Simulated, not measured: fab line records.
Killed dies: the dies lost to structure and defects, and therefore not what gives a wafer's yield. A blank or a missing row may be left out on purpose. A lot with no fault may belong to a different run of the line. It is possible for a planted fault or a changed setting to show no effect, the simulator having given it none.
Struck lot and sound lot, side by side ; flow n5Finfet ; 24 out of 1938 route steps
Sound: the wafers L860.2, L860.3, L860.5. Wafers struck: L864.1, L864.3, L864.5. Last of all comes the cause.
For every step that has rows: the tool of each side, followed by ch and its chambers, followed by its first start. Under that, the readings that differ: sound wafers ; struck wafers ; difference of the means ; sigmas: that difference in standard deviations of wafers without a fault.
alike: a reading whose means differ by less than 2 such deviations, as well as words and numbers matching on both sides. not compared: withheld readings; readings where some wafer has no value; bounds like >300 that might hide an equal value; numbers whose values overlap and for which the record gives no deviation.
A row with sigmas, a row that says differs or no value, or rows on one side alone: a step with any of these is where the two part. When numbers do not overlap yet have no deviation, they are printed without sigmas and do not part them. Lack of a reading on every wafer of one side parts them only where that side has two or more wafers.

first, 11 steps without rows for these wafers: N5_HKMG_FIN_WET_ETCH_78 (etches Al2O3 in dNH4OH, stops on La2O3, target depth 4.5 nm, rinse time 30 s); N5_HKMG_FIN_ALD_79 (deposits TiN, target thk 1.5 nm, pulse time 1 s, purge time 3 s); N5_HKMG_FIN_CVD_62 (deposits a-Si from Si2H6, target thk 3 nm, time 20.8 s); N5_HKMG_FIN_RTA_80 (time 2 s); N5_HKMG_FIN_PRECLEAN_64 (cleans in dHF, time 30 s); N5_HKMG_FIN_WET_ETCH_65 (etches a-Si in TMAH, stops on TiN, time 49 s, target depth 3 nm); N5_HKMG_FIN_WET_ETCH_81 (etches TiN in SC1, stops on HfO2, time 57 s, target depth 6 nm); N5_HKMG_FIN_WET_ETCH_82 (etches La2O3 in dHCl, stops on HfO2, target depth 2 nm, rinse time 30 s); N5_HKMG_FIN_ALD_36 (deposits TiN, target thk 1 nm, pulse time 1 s, purge time 3 s); N5_HKMG_FIN_PWFM_ALD_03 (deposits TiN, target thk 2 nm, pulse time 1 s, purge time 3 s); N5_HKMG_FIN_COAT_29 (time 60 s, resist thk 300 nm).
N5_HKMG_FIN_COAT_30: time 60 s, resist thk 35 nm.
  sound on lithoTrack-01 ch 0, day 6 04:49; struck on lithoTrack-01 ch 0, day 7 04:13
reading;sound;struck;difference;sigmas
spinSpeedRpm (rpm);1500.6 1499.6 1498.0;1613.7 1614.9 1612.5;+114.3;+99 or more
model.SiARC_of_HKMG_FIN_COAT_30.thkNm (nm);35 35 35;33.8 33.8 33.8;-1.2;
  alike: resistLineTempC
then, 7 steps without rows for these wafers: N5_HKMG_FIN_COAT_06 (resist thk 90 nm); N5_HKMG_FIN_EBR_08; N5_HKMG_FIN_SOFTBAKE_07 (time 60 s); N5_HKMG_FIN_EXPOSE_09 (exposes mask NWFM); N5_HKMG_FIN_PEB_10 (peb time 60 s); N5_HKMG_FIN_DEVELOP_11 (develop time 30 s); N5_HKMG_FIN_DESCUM_17 (chemistry O2, time 7.9 s).
N5_HKMG_FIN_ETCH_31: etches SiARC in CF4, target depth 45.5 nm, time 75.8 s.
  sound on rieDiel-06 ch 0,1,3, day 6 05:19; struck on rieDiel-06 ch 0,1,3, day 7 04:35
reading;sound;struck;difference;sigmas
model.etch.depthNm (nm);35.04 35.09 35.03;33.8 33.83 33.87;-1.2;
model.CAR-ArF_of_HKMG_FIN_COAT_06.thkNm (nm);50.6 51 50.6;52.2 52.4 52.2;+1.5;
  alike: drypumpMotorCurrentA, etchRfOnTimeS, oesProductAu, rfVppV, showerheadPlenumPTorr, throttleValvePct
  not compared: rfHoursCounterH
N5_HKMG_FIN_ETCH_32: etches SOC in N2/H2, target depth 240 nm, time 300 s.
  sound on rieDiel-06 ch 0,1,3, day 6 05:22; struck on rieDiel-06 ch 0,1,3, day 7 04:38
reading;sound;struck;difference;sigmas
model.SiARC_of_HKMG_FIN_COAT_30.thkNm (nm);20.8 21.8 21;19.8 19.4 20.4;-1.3;
  alike: drypumpMotorCurrentA, oesProductAu, rfVppV, showerheadPlenumPTorr, throttleValvePct
  not compared: rfHoursCounterH
then, 1 step without rows for these wafers: N5_HKMG_FIN_STRIP_33 (strips in N2/H2).
-- record jumps: 4 days separate the struck wafers' starts on either side; left off in module HKMG_FIN, taken up again in module BEOL_M4, whose first shown step is the route's number 1111 --
N5_BEOL_M4_RC_MEAS_101:
  sound on prober-01 ch 0, day 10 04:25; struck on prober-02 ch 0, day 11 04:22
  alike: DIBL_N, DIBL_P, IOFF_N, IOFF_P, ION_N, ION_P, SS_N, SS_P, VT_N, VT_P
-- here the record skips 4 days between the struck wafers' starts before and after, leaving off in module BEOL_M4 and picking up in module PASSIVATION (first step shown: number 1936 of the route) --
N5_PASSIVATION_PROBE_49:
  sound: prober-01 at day 14 14:48; struck: prober-02 at day 15 03:39
  alike: defectLimitedYield, killed_at_M0_to_M3, killed_at_M4_up, killedAtContacts, killedAtFrontEnd, killedAtOther, killedDies, killedOpen, killedShort, sort_bin_5_function, sort_bin_6_memory, sortNPass, sortYieldPct

WHERE THEY PART
Only at N5_HKMG_FIN_COAT_30, as far as this record shows. Later steps at which nothing parts them and some readings are alike: N5_HKMG_FIN_ETCH_31, N5_HKMG_FIN_ETCH_32, N5_BEOL_M4_RC_MEAS_101, N5_PASSIVATION_PROBE_49.

WHY: the cause the simulator had injected
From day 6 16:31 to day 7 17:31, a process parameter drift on lithoTrack-01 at N5_HKMG_FIN_COAT_30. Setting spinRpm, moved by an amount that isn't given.
